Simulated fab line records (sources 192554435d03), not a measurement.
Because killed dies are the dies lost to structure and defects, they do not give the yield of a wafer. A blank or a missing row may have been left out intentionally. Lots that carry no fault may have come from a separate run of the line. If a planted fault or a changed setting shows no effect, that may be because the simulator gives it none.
Comparing a struck lot with a sound one | flow n5Finfet | 15 steps out of a route of 1938
Sound: wafers L651.1, L651.2, L651.4. Struck: wafer L654.2. (L654.1, L654.6 of the same lot were not struck and are left out.) The cause comes at the end.
Order at every step that has rows: each side's tool, ch and its chambers, its first start. Under that, the readings that differ: sound wafers | struck wafers | difference of the means | sigmas: that difference in standard deviations of wafers without a fault.
alike: a reading whose means differ by less than 2 such deviations, as well as words and numbers matching on both sides. not compared: withheld readings; readings where some wafer has no value; bounds like >300 that might hide an equal value; numbers whose values overlap and for which the record gives no deviation.
A row with sigmas, a row that says differs or no value, or rows on one side alone: a step with any of these is where the two part. When numbers do not overlap yet have no deviation, they are printed without sigmas and do not part them. Lack of a reading on every wafer of one side parts them only where that side has two or more wafers.

N5_BEOL_M9_HM_DEP_02: deposits TiN, target thk 20 nm.
  struck on pvdSputter-03, day 15 18:00; sound on pvdSputter-03, day 14 10:04
  alike: substrateTempC, throttleValvePct
then, 8 steps without rows for these wafers: N5_BEOL_M9_COAT_59 (time 60 s, resist thk 100 nm); N5_BEOL_M9_COAT_60 (time 60 s, resist thk 30 nm); N5_BEOL_M9_COAT_05 (resist thk 90 nm); N5_BEOL_M9_EBR_07; N5_BEOL_M9_SOFTBAKE_06 (time 60 s); N5_BEOL_M9_EXPOSE_08 (exposes mask M9); N5_BEOL_M9_PEB_09 (peb time 60 s); N5_BEOL_M9_DEVELOP_10 (develop time 30 s).
N5_BEOL_M9_CD_MEAS_11 targets a cd of 64.1 nm.
  sound on cdSem-02 ch 0, day 14 10:34; struck on cdSem-02 ch 0, day 15 18:22
  alike: cdNm
N5_BEOL_M9_OVL_MEAS_12:
  sound on overlay-01 ch 0, day 14 10:35; struck on overlay-01 ch 0, day 15 18:24
  alike: M9_OVL
N5_BEOL_M9_INSPECT_13: inspects for defects (brightfield).
  struck on defectInspect-02, day 15 18:26; sound on defectInspect-01, day 14 10:37
  alike: rawDefectCount
N5_BEOL_M9_DESCUM_16: chemistry O2, time 7.9 s.
  sound on rieDiel-06 ch 0,2,3, day 14 10:38; struck on rieDiel-06 ch 2, day 15 18:35
reading                                     | sound          | struck | difference | sigmas
rfHoursCounterH (h)                         | 96 191 6       | 202    | +104       | 
model.CAR-ArF_of_BEOL_M9_COAT_05.thkNm (nm) | 83.6 83.8 83.8 | 84.4   | +0.7       | 
  alike: drypumpMotorCurrentA, oesProductAu, rfVppV, showerheadPlenumPTorr, throttleValvePct
N5_BEOL_M9_ETCH_61: etches SiARC in CF4, target depth 39 nm, time 65 s.
  sound on rieDiel-06 ch 0,2,3, day 14 10:41; struck on rieDiel-06 ch 2, day 15 18:37
reading                                     | sound          | struck | difference | sigmas
rfHoursCounterH (h)                         | 96 191 6       | 202    | +104       | 
model.CAR-ArF_of_BEOL_M9_COAT_05.thkNm (nm) | 55.6 55.6 55.6 | 56.2   | +0.6       | 
  alike: drypumpMotorCurrentA, etchRfOnTimeS, oesProductAu, rfVppV, showerheadPlenumPTorr, throttleValvePct
N5_BEOL_M9_ETCH_62: etches SOC in N2/H2, target depth 110 nm, overetch 22 nm, time 165 s.
  sound on rieDiel-06 ch 0,2,3, day 14 10:44; struck on rieDiel-06 ch 2, day 15 18:40
reading             | sound    | struck | difference | sigmas
rfHoursCounterH (h) | 96 191 6 | 202    | +104       | 
  alike: drypumpMotorCurrentA, oesProductAu, rfVppV, showerheadPlenumPTorr, throttleValvePct

== WHERE THEY PART ==
Nowhere in this record.

WHY: what the simulator had put in
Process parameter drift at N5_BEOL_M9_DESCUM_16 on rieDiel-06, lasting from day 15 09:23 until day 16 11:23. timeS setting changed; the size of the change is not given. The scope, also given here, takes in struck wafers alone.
